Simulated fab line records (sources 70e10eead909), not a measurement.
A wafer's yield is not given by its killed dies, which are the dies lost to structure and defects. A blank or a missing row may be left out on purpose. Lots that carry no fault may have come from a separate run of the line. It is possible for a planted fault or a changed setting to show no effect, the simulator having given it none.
Which tool was responsible? | flow nandHarc | 12 lots, 36 wafers sampled, at 5 steps of a route of 1159

## WHAT THE GAUGES READ, wafer by wafer
NHARC_END_SORT_01. Usual: killedAtArray 26, standard deviation 10; killedAtOther 0.8, standard deviation 1.1; killedAtPeriphery 3.3, standard deviation 2.6; killedDies 30, standard deviation 11; killedOpen 3.4, standard deviation 1.8; killedShort 2.0, standard deviation 1.3.
lot  | measured     | on        | killedAtArray | killedAtOther | killedAtPeriphery | killedDies | killedOpen | killedShort | flag
L677 | day 22 10:38 | prober-01 | 675 47 675    | 1 0 0         | 1 2 2             | 677 49 677 | 6 3 3      | 3 2 3       | OFF
L681 | day 23 01:52 | prober-01 | 30 39 675     | 2 2 0         | 4 5 2             | 36 46 677  | 3 6 4      | 3 2 3       | OFF

## TOOL THAT RAN EACH LOT (tool first, then ch and the chambers of the sampled wafers, then the start)
lot  | NHARC_A_WL_FILL_CVD_03       | NHARC_THIN_TSV_ETCHBACK_48        | NHARC_THIN_TSV_DESCUM_35          | NHARC_THIN_TSV_STRIP_56
L666 | cvdW-01 ch 0,1, day 15 04:44 | rieDiel-06 ch 0,2,3, day 19 03:15 | rieDiel-05 ch 0,1,2, day 19 07:04 | plasmaAsher-01 ch 0,1, day 19 07:49
L667 | cvdW-02 ch 0,1, day 15 07:22 | rieDiel-06 ch 1,2,3, day 19 04:19 | rieDiel-06 ch 1,2,3, day 19 08:21 | plasmaAsher-02 ch 0,1, day 19 09:04
L668 | cvdW-02 ch 0,1, day 15 11:32 | rieDiel-06 ch 0,2,3, day 19 11:38 | rieDiel-03 ch 1,3, day 19 15:31   | plasmaAsher-02 ch 0,1, day 19 16:17
L669 | cvdW-01 ch 0,1, day 15 16:13 | rieDiel-05 ch 0,2,3, day 19 14:16 | rieDiel-05 ch 0,1,2, day 19 17:56 | plasmaAsher-02 ch 0,1, day 19 18:24
L670 | cvdW-02 ch 0,1, day 16 05:18 | rieDiel-05 ch 0,2,3, day 19 19:19 | rieDiel-06 ch 0,2, day 19 23:21   | plasmaAsher-02 ch 0,1, day 20 00:29
L673 | cvdW-01 ch 0,1, day 16 21:37 | rieDiel-05 ch 0,3, day 20 13:01   | rieDiel-03 ch 2,3, day 20 16:50   | plasmaAsher-01 ch 0,1, day 20 17:19
L674 | cvdW-01 ch 0,1, day 17 05:44 | rieDiel-05 ch 2,3, day 20 22:35   | rieDiel-03 ch 0,3, day 21 02:25   | plasmaAsher-01 ch 0,1, day 21 02:53
L676 | cvdW-02 ch 0,1, day 17 09:30 | rieDiel-05 ch 0,1,2, day 21 06:32 | rieDiel-03 ch 1,2,3, day 21 10:12 | plasmaAsher-02 ch 0,1, day 21 10:41
L680 | cvdW-02 ch 0,1, day 17 13:57 | rieDiel-06 ch 0,1,2, day 21 09:55 | rieDiel-03 ch 0,2,3, day 21 13:47 | plasmaAsher-01 ch 0,1, day 21 14:19
L677 | cvdW-01 ch 0,1, day 18 00:34 | rieDiel-06 ch 2, day 21 13:19     | rieDiel-06 ch 1, day 21 17:10     | plasmaAsher-01 ch 1, day 21 17:44
L681 | cvdW-01 ch 0,1, day 18 17:53 | rieDiel-03 ch 0,1, day 22 11:32   | rieDiel-03 ch 0,3, day 22 15:19   | plasmaAsher-02 ch 1, day 22 15:47
L682 | cvdW-02 ch 0,1, day 18 20:54 | rieDiel-03 ch 0,1,3, day 22 23:44 | rieDiel-03 ch 1,2,3, day 23 03:41 | plasmaAsher-02 ch 0,1, day 23 04:32
- NHARC_A_WL_FILL_CVD_03: deposits W, target thk 40 nm, time 3302 s.
- NHARC_THIN_TSV_ETCHBACK_48: etches the open film in C4F8/Ar, target depth 1028.5 nm, time 405.17 s.
- NHARC_THIN_TSV_DESCUM_35: chemistry O2, time 3 s.
- NHARC_THIN_TSV_STRIP_56: strips in O2.

## AS READ BY THE TOOLS THEMSELVES (means over the sampled wafers that have a number; for cases with no such wafer, the mark the record gives instead)
NHARC_A_WL_FILL_CVD_03. Usual: chamberPressureTorr 39.99 Torr, standard deviation 0.093; heaterPowerW 495 W, standard deviation 16; throttleValvePct 8.0 %, standard deviation 0.32.
lot  | tool    | chamberPressureTorr (Torr) | heaterPowerW (W) | throttleValvePct (%) | flag
L666 | cvdW-01 | 39.93                      | 509              | 7.9                  | 
L667 | cvdW-02 | 40.00                      | 498              | 8.1                  | 
L668 | cvdW-02 | 39.97                      | 495              | 8.0                  | 
L669 | cvdW-01 | 40.02                      | 495              | 8.0                  | 
L670 | cvdW-02 | 39.96                      | 486              | 8.2                  | 
L673 | cvdW-01 | 39.92                      | 483              | 8.1                  | 
L674 | cvdW-01 | 40.02                      | 500              | 7.9                  | 
L676 | cvdW-02 | 39.95                      | 481              | 7.8                  | 
L680 | cvdW-02 | 39.98                      | 482              | 7.9                  | 
L677 | cvdW-01 | 39.97                      | 506              | 8.2                  | 
L681 | cvdW-01 | 40.00                      | 502              | 8.1                  | 
L682 | cvdW-02 | 40.04                      | 492              | 7.8                  | 

NHARC_THIN_TSV_ETCHBACK_48. Usual: oesProductAu 0.95 a.u., standard deviation 0.035; rfVppV 548.2 V, standard deviation 2.8.
lot  | tool       | oesProductAu (a.u.) | rfVppV (V) | flag
L666 | rieDiel-06 | 0.96                | 547.2      | 
L667 | rieDiel-06 | 1.01                | 546.4      | 
L668 | rieDiel-06 | 1.00                | 547.9      | 
L669 | rieDiel-05 | 0.92                | 548.0      | 
L670 | rieDiel-05 | 0.93                | 548.4      | 
L673 | rieDiel-05 | 0.93                | 547.1      | 
L674 | rieDiel-05 | 1.01                | 548.7      | 
L676 | rieDiel-05 | 0.92                | 549.2      | 
L680 | rieDiel-06 | 0.99                | 546.0      | 
L677 | rieDiel-06 | 0.92                | 543.6      | 
L681 | rieDiel-03 | 0.94                | 547.3      | 
L682 | rieDiel-03 | 0.93                | 549.4      | 

NHARC_THIN_TSV_DESCUM_35. Usual: drypumpMotorCurrentA 5.7 A, standard deviation 0.36; oesProductAu 1.003 a.u., standard deviation 0.011; rfVppV 57.9 V, standard deviation 0.86; showerheadPlenumPTorr 1.95 Torr, standard deviation 0.076; throttleValvePct 11.311 %, standard deviation 0.0084.
lot  | tool       | drypumpMotorCurrentA (A) | oesProductAu (a.u.) | rfVppV (V) | showerheadPlenumPTorr (Torr) | throttleValvePct (%) | flag
L666 | rieDiel-05 | 5.4                      | 1.000               | 57.5       | 1.98                         | 11.309               | 
L667 | rieDiel-06 | 5.8                      | 0.990               | 57.7       | 1.89                         | 11.317               | 
L668 | rieDiel-03 | 5.6                      | 1.000               | 57.8       | 2.03                         | 11.309               | 
L669 | rieDiel-05 | 5.4                      | 0.992               | 58.8       | 1.98                         | 11.311               | 
L670 | rieDiel-06 | 6.0                      | 0.985               | 57.5       | 1.90                         | 11.311               | 
L673 | rieDiel-03 | 5.5                      | 1.017               | 58.6       | 1.98                         | 11.322               | 
L674 | rieDiel-03 | 5.9                      | 1.013               | 57.8       | 1.99                         | 11.304               | 
L676 | rieDiel-03 | 5.5                      | 1.002               | 57.9       | 2.01                         | 11.309               | 
L680 | rieDiel-03 | 5.8                      | 1.004               | 57.9       | 1.95                         | 11.309               | 
L677 | rieDiel-06 | 5.9                      | 1.016               | 57.7       | 1.80                         | 11.323               | 
L681 | rieDiel-03 | 6.0                      | 1.010               | 58.1       | 1.96                         | 11.311               | 
L682 | rieDiel-03 | 5.6                      | 1.008               | 59.2       | 2.01                         | 11.307               | 

NHARC_THIN_TSV_STRIP_56. Usual: drypumpMotorCurrentA 5.41 A, standard deviation 0.1; heaterPowerW 333 W, standard deviation 14.
lot  | tool           | drypumpMotorCurrentA (A) | heaterPowerW (W) | flag
L666 | plasmaAsher-01 | 5.48                     | 332              | 
L667 | plasmaAsher-02 | 5.32                     | 326              | 
L668 | plasmaAsher-02 | 5.38                     | 330              | 
L669 | plasmaAsher-02 | 5.38                     | 324              | 
L670 | plasmaAsher-02 | 5.33                     | 326              | 
L673 | plasmaAsher-01 | 5.46                     | 349              | 
L674 | plasmaAsher-01 | 5.51                     | 344              | 
L676 | plasmaAsher-02 | 5.31                     | 324              | 
L680 | plasmaAsher-01 | 5.52                     | 348              | 
L677 | plasmaAsher-01 | 5.44                     | 351              | 
L681 | plasmaAsher-02 | 5.42                     | 316              | 
L682 | plasmaAsher-02 | 5.34                     | 329              | 

## THE ANSWER, worked out from the rows above alone
Rule: a lot counts as off when the mean over its wafers that have a number is more than 3 standard deviations away from the usual mean. Also off: a lot with no number at a reading for which 4 or more lots have one. The other lots that the step has rows for count as sound. Order of review: gauges by route order, followed by the tools' own readings, for which a lot's mean as printed above is used. At the first step where some lot is off, the reading lying furthest off is the one used; lots without a number count as furthest.
Off: L677, L681 (NHARC_END_SORT_01, killedAtArray). Neither off nor sound, because the step has no rows for them: L666, L667, L668, L669, L670, L673, L674, L676, L680, L682.
If a tool, at a process step before that reading, ran all the lots that are off and no sound lot after the first of them, it fits. Gauges at NHARC_END_SORT_01: tried the same way as those tools. 2 tools fit, cvdW-01 at NHARC_A_WL_FILL_CVD_03 and prober-01 at NHARC_END_SORT_01, so this cannot tell which one it is.

## WHAT WAS PUT IN BY THE SIMULATOR
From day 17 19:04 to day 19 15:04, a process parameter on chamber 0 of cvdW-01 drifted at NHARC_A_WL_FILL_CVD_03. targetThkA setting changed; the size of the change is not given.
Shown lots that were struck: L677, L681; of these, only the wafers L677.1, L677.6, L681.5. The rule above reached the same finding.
